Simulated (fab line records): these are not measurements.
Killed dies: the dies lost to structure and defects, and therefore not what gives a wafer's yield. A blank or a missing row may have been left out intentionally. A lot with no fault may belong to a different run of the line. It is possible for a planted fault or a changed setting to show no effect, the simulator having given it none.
The tool behind it: which one? ; flow nand harc ; Sampling: 13 lots, 39 wafers, 5 of 1302 route steps

WHAT THE GAUGES READ, wafer by wafer
NHARC_P_STI_INSPECT_11.
lot;measured;on;raw defect count
L887;day 2 21:11;defect inspect-02;5 7 6
L890;day 4 03:04;defect inspect-01;13 2 11
L892;day 4 23:46;defect inspect-01;3 5 4
L893;day 5 10:34;defect inspect-02;7 7 9
L894;day 5 19:04;defect inspect-01;7 5 8
L895;day 6 09:17;defect inspect-02;5 5 6
L897;day 7 00:39;defect inspect-01;4 1 0
L899;day 7 20:03;defect inspect-01;4 5 2
L903;day 9 10:43;defect inspect-01;5 6 1
L904;day 9 21:40;defect inspect-01;5 4 10
L905;day 10 06:33;defect inspect-02;9 7 5
L906;day 10 18:10;defect inspect-01;5 2 7
L907;day 11 04:03;defect inspect-01;2 3 7

NHARC_P_STI_CD_MEAS_16.
lot;measured;on;cd nm (nm)
L887;day 2 21:47;cd sem-01;200.1 201.3 203.6
L890;day 4 03:38;cd sem-02;196.8 200.2 198.1
L892;day 5 00:20;cd sem-02;198.6 197.3 201.0
L893;day 5 11:11;cd sem-02;200.9 198.5 198.0
L894;day 5 19:38;cd sem-02;197.8 197.9 201.6
L895;day 6 09:53;cd sem-03;199.4 197.9 199.0
L897;day 7 01:17;cd sem-01;200.8 201.8 203.9
L899;day 7 20:41;cd sem-03;203.7 201.4 203.0
L903;day 9 11:19;cd sem-02;202.2 198.1 200.1
L904;day 9 22:16;cd sem-01;201.5 198.9 200.8
L905;day 10 07:07;cd sem-01;202.9 200.1 200.5
L906;day 10 18:46;cd sem-03;202.9 201.4 200.8
L907;day 11 04:38;cd sem-03;196.6 197.7 197.1

NHARC_END_SORT_01.
lot;measured;on;killed at array;killed at other;killed at periphery;killed dies;killed open;killed short
L897;day 30 06:07;prober-01;69 82 64;0 0 0;1 3 1;70 85 65;4 3 8;4 3 0

WHICH TOOL RAN EACH LOT (tool, then ch and the chambers of the sampled wafers, then the start)
lot;NHARC_P_STI_OXIDE_29;NHARC_P_STI_DESCUM_14
L887;furnace-06 ch 0, day 2 08:55;rie diel-13 ch 0,1, day 2 21:19
L890;furnace-06 ch 0, day 3 15:37;rie diel-12 ch 0,1,2, day 4 03:13
L892;furnace-08 ch 0, day 4 12:31;rie diel-13 ch 0,1,3, day 4 23:55
L893;furnace-06 ch 0, day 4 23:14;rie diel-13 ch 0,1,2, day 5 10:44
L894;furnace-08 ch 0, day 5 06:59;rie diel-12 ch 0,1,2, day 5 19:13
L895;furnace-08 ch 0, day 5 18:35;rie diel-12 ch 0,2,3, day 6 09:26
L897;furnace-06 ch 0, day 6 11:38 and furnace-07 ch 0, day 6 16:09;rie diel-03 ch 1,3, day 7 00:47
L899;furnace-08 ch 0, day 7 08:42;rie diel-12 ch 1,2,3, day 7 20:11
L903;furnace-06 ch 0, day 8 23:25;rie diel-03 ch 2,3, day 9 10:51
L904;furnace-08 ch 0, day 9 10:20;rie diel-13 ch 1,2,3, day 9 21:47
L905;furnace-07 ch 0, day 9 19:13;rie diel-03 ch 0,1,3, day 10 06:41
L906;furnace-07 ch 0, day 10 06:42;rie diel-03 ch 0,1,3, day 10 18:19
L907;furnace-06 ch 0, day 10 16:40;rie diel-03 ch 2,3, day 11 04:11
- NHARC_P_STI_OXIDE_29: material SiO2, target thk 10 nm, ox time 1362 s.
- NHARC_P_STI_DESCUM_14: chemistry O2, time 3 s.

AS READ BY THE TOOLS THEMSELVES (means over the sampled wafers that have a number; for cases with no such wafer, the mark the record gives instead)
NHARC_P_STI_DESCUM_14.
lot;tool;chamber pressure mTorr (mTorr);drypump motor current A (A);mfc ar sccm (sccm);o2 flow sccm (sccm);oes product au (a.u.);rf vpp V (V);showerhead plenum p Torr (Torr);throttle valve pct (%)
L887;rie diel-13;59.99;6.2;0.000;199.2;0.981;57.8;1.90;11.316
L890;rie diel-12;59.99;5.1;0.011;200.0;0.996;57.6;1.91;11.315
L892;rie diel-13;60.01;5.8;0.000;199.8;0.997;57.8;1.94;11.315
L893;rie diel-13;60.03;5.8;0.001;199.4;0.997;57.1;1.89;11.319
L894;rie diel-12;60.01;5.1;0.011;200.2;1.007;57.4;1.91;11.310
L895;rie diel-12;59.99;5.2;0.011;200.1;1.006;58.0;1.95;11.304
L897;rie diel-03;60.00;6.0;0.001;200.1;1.011;57.4;1.90;11.313
L899;rie diel-12;60.05;5.3;0.001;199.8;1.007;57.9;1.95;11.316
L903;rie diel-03;59.95;6.1;0.007;200.5;1.016;58.6;1.88;11.311
L904;rie diel-13;59.95;5.4;0.001;199.5;1.001;57.9;1.93;11.303
L905;rie diel-03;60.02;5.7;0.013;200.6;1.015;57.8;1.93;11.302
L906;rie diel-03;60.05;5.7;0.013;199.9;1.008;57.3;1.93;11.318
L907;rie diel-03;59.93;6.2;0.007;199.6;1.010;57.2;1.88;11.312

THE ANSWER, worked out from the rows above alone
Rule: what is usual is taken from the lots themselves. Put in order of their means at a reading, lots are off if they are a third of the lots or fewer, leave a main group of 4 or more, and stand apart from it by a gap of 3 or more times the standard deviation of the main group's means; of several such gaps the widest counts. The tables above print the reading to a certain number of digits; a main group whose means all agree to those digits is not used. A lot without any number at a reading at which 4 lots or more have one is off too. All remaining lots with rows at the step are treated as sound. Order of review: gauges by route order, followed by the tools' own readings, for which a lot's mean as printed above is used. At the first step where some lot is off, the reading lying furthest off is the one used; lots without a number count as furthest.
Nothing can be told from this: no lot is off at any reading shown.

WHAT THE SIMULATOR HAD PUT IN
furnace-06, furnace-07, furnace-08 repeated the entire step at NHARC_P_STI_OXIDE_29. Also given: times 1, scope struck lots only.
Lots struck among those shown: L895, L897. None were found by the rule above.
